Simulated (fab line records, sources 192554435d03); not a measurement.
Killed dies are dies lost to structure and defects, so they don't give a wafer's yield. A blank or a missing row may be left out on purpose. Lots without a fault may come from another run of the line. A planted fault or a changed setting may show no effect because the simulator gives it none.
Chamber matching | flow n5_finfet | N5_HKMG_FIN_ALD_36 on ald_metal-03: 4 sister chambers
The step deposits TiN, target thk 1 nm, pulse time 1 s, purge time 3 s. 8 wafers are shown with their chamber, then 7 later ones without.

WAFERS WITH THEIR CHAMBER
wafer  | chamber | heater_power_w (W) | precursor_pulse_height_rel
L882.4 | 0       | 804                | 1.009
L882.6 | 3       | 876                | 0.984
L883.5 | 1       | 860                | 1.001
L885.1 | 0       | 786                | 1.015
L885.2 | 3       | 825                | 0.963
L885.6 | 1       | 877                | 1.010
L887.2 | 2       | 819                | 1.027
L887.6 | 2       | 853                | 0.997

WAFERS WITHOUT THEIR CHAMBER
wafer  | heater_power_w (W) | precursor_pulse_height_rel
L891.4 | 820                | 1.023
L900.1 | 824                | 0.953
L900.2 | 848                | 0.981
L900.5 | 784                | 0.982
L901.3 | 788                | 0.997
L901.4 | 818                | 0.944
L901.5 | 767                | 1.005

WHICH CHAMBER EACH WENT THROUGH
wafer  | from the rows above               | in truth
L891.4 | can't be placed: 2 or 0 or 1      | 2
L900.1 | 3                                 | 3
L900.2 | can't be placed: 3 or 1 or 2      | 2
L900.5 | can't be placed: 0 or 3 or 2 or 1 | 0
L901.3 | can't be placed: 0 or 2           | 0
L901.4 | 3                                 | 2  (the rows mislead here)
L901.5 | can't be placed: 0 or 2           | 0
Placed correctly: 1 of 7. Can't be placed from these rows: 5 (the true chamber is among the candidates in 5). Placed wrongly: 1.
How it was worked out, from the rows above alone: a wafer's distance from a chamber is the root of the sum, over the readings, of the square of ((its reading less the chamber's mean) divided by the reading's scatter). The wafer belongs to the nearest chamber; if the next one is less than 2 further off, it can't be placed. A chamber's mean is the mean of its shown wafers. The scatter: the root of (the sum of the squares of (reading less its chamber's mean) over the shown wafers, divided by (wafers less chambers)).
